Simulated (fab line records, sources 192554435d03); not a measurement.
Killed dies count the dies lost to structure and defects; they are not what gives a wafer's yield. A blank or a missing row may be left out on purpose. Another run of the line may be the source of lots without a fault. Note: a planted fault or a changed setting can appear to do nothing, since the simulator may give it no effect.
Chamber matching | flow n5Finfet | 4 sister chambers for N5_HKMG_FIN_STRIP_89 on rieDiel-04
The step strips SOC in N2/H2, time 20 s. 24 wafers are shown with their chamber, then 12 later ones without.

EACH WAFER AND ITS CHAMBER
wafer  | chamber | throttleValvePct (%) | showerheadPlenumPTorr (Torr) | drypumpMotorCurrentA (A)
L074.4 | 2       | 19.8                 | 3.38                         | 6.1
L074.5 | 3       | 19.1                 | 3.37                         | 6.3
L074.6 | 2       | 19.8                 | 3.38                         | 6.1
L075.1 | 2       | 19.8                 | 3.38                         | 6.1
L075.3 | 1       | 19.0                 | 3.47                         | 6.5
L075.6 | 1       | 19.0                 | 3.46                         | 6.5
L076.1 | 0       | 19.1                 | 3.48                         | 6.3
L076.3 | 3       | 19.1                 | 3.36                         | 6.3
L076.5 | 2       | 19.8                 | 3.38                         | 6.1
L082.2 | 1       | 19.0                 | 3.46                         | 6.4
L082.3 | 0       | 19.1                 | 3.47                         | 6.3
L082.6 | 0       | 19.1                 | 3.47                         | 6.3
L083.3 | 2       | 19.8                 | 3.37                         | 6.1
L083.4 | 0       | 19.1                 | 3.47                         | 6.3
L083.5 | 2       | 19.8                 | 3.37                         | 6.1
L084.4 | 2       | 19.8                 | 3.37                         | 6.1
L084.5 | 1       | 19.0                 | 3.45                         | 6.5
L084.6 | 2       | 19.8                 | 3.37                         | 6.1
L085.2 | 3       | 19.2                 | 3.35                         | 6.2
L085.4 | 0       | 19.1                 | 3.47                         | 6.3
L085.5 | 2       | 19.8                 | 3.37                         | 6.1
L086.1 | 0       | 19.1                 | 3.47                         | 6.3
L086.2 | 2       | 19.8                 | 3.37                         | 6.1
L086.6 | 1       | 19.0                 | 3.45                         | 6.5

SIGNATURES, as means of the wafers listed above
reading               | chamber 0 | chamber 1 | chamber 2 | chamber 3 | scatter within a chamber
throttleValvePct      | 19.100    | 19.000    | 19.800    | 19.133    | 0.0183
showerheadPlenumPTorr | 3.4717    | 3.4580    | 3.3740    | 3.3600    | 0.00634
drypumpMotorCurrentA  | 6.300     | 6.480     | 6.100     | 6.267     | 0.0271
Rule: for a wafer and a chamber, the distance is found by dividing, reading by reading, the gap between the wafer's reading and the chamber's mean by the reading's scatter, squaring, summing and taking the root. The wafer belongs to the nearest chamber; if the next one is less than 2 further off, it can't be placed. The scatter is the square root of a quotient: the sum, over the shown wafers, of each reading's squared deviation from its chamber's mean, divided by wafers minus chambers.

WAFERS WITH NO CHAMBER GIVEN
wafer  | throttleValvePct (%) | showerheadPlenumPTorr (Torr) | drypumpMotorCurrentA (A)
L089.1 | 19.2                 | 3.46                         | 6.3
L089.3 | 19.8                 | 3.37                         | 6.1
L089.6 | 19.2                 | 3.35                         | 6.2
L092.1 | 19.8                 | 3.36                         | 6.1
L092.2 | 19.1                 | 3.45                         | 6.5
L092.3 | 19.2                 | 3.35                         | 6.3
L095.1 | 19.2                 | 3.34                         | 6.2
L095.4 | 19.9                 | 3.36                         | 6.1
L095.5 | 19.2                 | 3.45                         | 6.3
L096.3 | 18.7                 | 3.44                         | 6.5
L096.4 | 19.9                 | 3.36                         | 6.1
L096.6 | 19.9                 | 3.36                         | 6.1

THE CHAMBER EACH PASSED THROUGH
wafer  | from the rows above | in truth
L089.1 | 0                   | 0
L089.3 | 2                   | 2
L089.6 | 3                   | 3
L092.1 | 2                   | 2
L092.2 | 1                   | 1
L092.3 | 3                   | 3
L095.1 | 3                   | 3
L095.4 | 2                   | 2
L095.5 | 0                   | 0
L096.3 | 1                   | 1
L096.4 | 2                   | 2
L096.6 | 2                   | 2
Correct placement for 12 of the 12. Not placeable from these rows: 0. Wrongly placed: 0.
